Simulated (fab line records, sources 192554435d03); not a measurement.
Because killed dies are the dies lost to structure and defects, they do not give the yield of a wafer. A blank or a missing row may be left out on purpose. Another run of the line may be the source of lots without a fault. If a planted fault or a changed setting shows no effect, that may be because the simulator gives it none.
What tool caused it?    flow n5_finfet    Sampling: 12 lots, 36 wafers, 2 of 1938 route steps

== WHAT THE GAUGES SHOWED, per wafer ==
N5_DUMMY_GATE_INSPECT_17: inspects for defects (brightfield).
lot   measured     on                 raw_defect_count
L075  day 3 06:20  defect_inspect-01  170 139 242
L077  day 3 15:20  defect_inspect-01  173 146 146
L079  day 4 08:41  defect_inspect-01  184 159 175
L081  day 4 18:07  defect_inspect-01  197 306 289
L083  day 5 02:40  defect_inspect-02  186 188 164
L085  day 5 16:48  defect_inspect-01  208 229 242
L087  day 6 08:10  defect_inspect-02  228 186 173
L089  day 6 15:07  defect_inspect-02  218 234 281
L091  day 7 04:13  defect_inspect-02  288 217 208
L093  day 7 16:13  defect_inspect-02  238 222 200
L095  day 8 05:19  defect_inspect-02  218 184 187
L097  day 8 18:03  defect_inspect-01  199 136 113

== WHICH TOOL RAN EACH LOT (tool, then ch and the chambers of the sampled wafers, then the start) ==
lot   N5_STI_FIN_REVEAL_OXIDATION_33
L075  plasma_asher-01 ch 0,1, day 2 18:56
L077  plasma_asher-02 ch 0,1, day 3 06:13
L079  plasma_asher-01 ch 0,1, day 3 21:41
L081  plasma_asher-02 ch 0,1, day 4 08:14
L083  plasma_asher-02 ch 0,1, day 4 17:49
L085  plasma_asher-02 ch 0,1, day 5 07:20
L087  plasma_asher-02 ch 0,1, day 5 21:01
L089  plasma_asher-01 ch 0,1, day 6 06:16
L091  plasma_asher-02 ch 0,1, day 6 19:08
L093  plasma_asher-02 ch 0,1, day 7 06:34
L095  plasma_asher-02 ch 0,1, day 7 20:17
L097  plasma_asher-02 ch 0,1, day 8 09:08
- N5_STI_FIN_REVEAL_OXIDATION_33: chemistry O2 PLASMA REMOTE, time 20 s.

== THE ANSWER, worked out from the rows above alone ==
Rule: the lots themselves supply what counts as usual. Put in order of their means at a reading, lots are off if they are a third of the lots or fewer, leave a main group of 4 or more, and stand apart from it by a gap of 3 or more times the standard deviation of the main group's means; of several such gaps the widest counts. A main group whose means are all the same, to the digits that the tables above print for the reading, isn't used. Also off: a lot with no number at a reading for which 4 or more lots have one. All remaining lots with rows at the step are treated as sound.
Nothing can be told from this: no lot is off at any reading shown.

== WHAT THE SIMULATOR PUT IN ==
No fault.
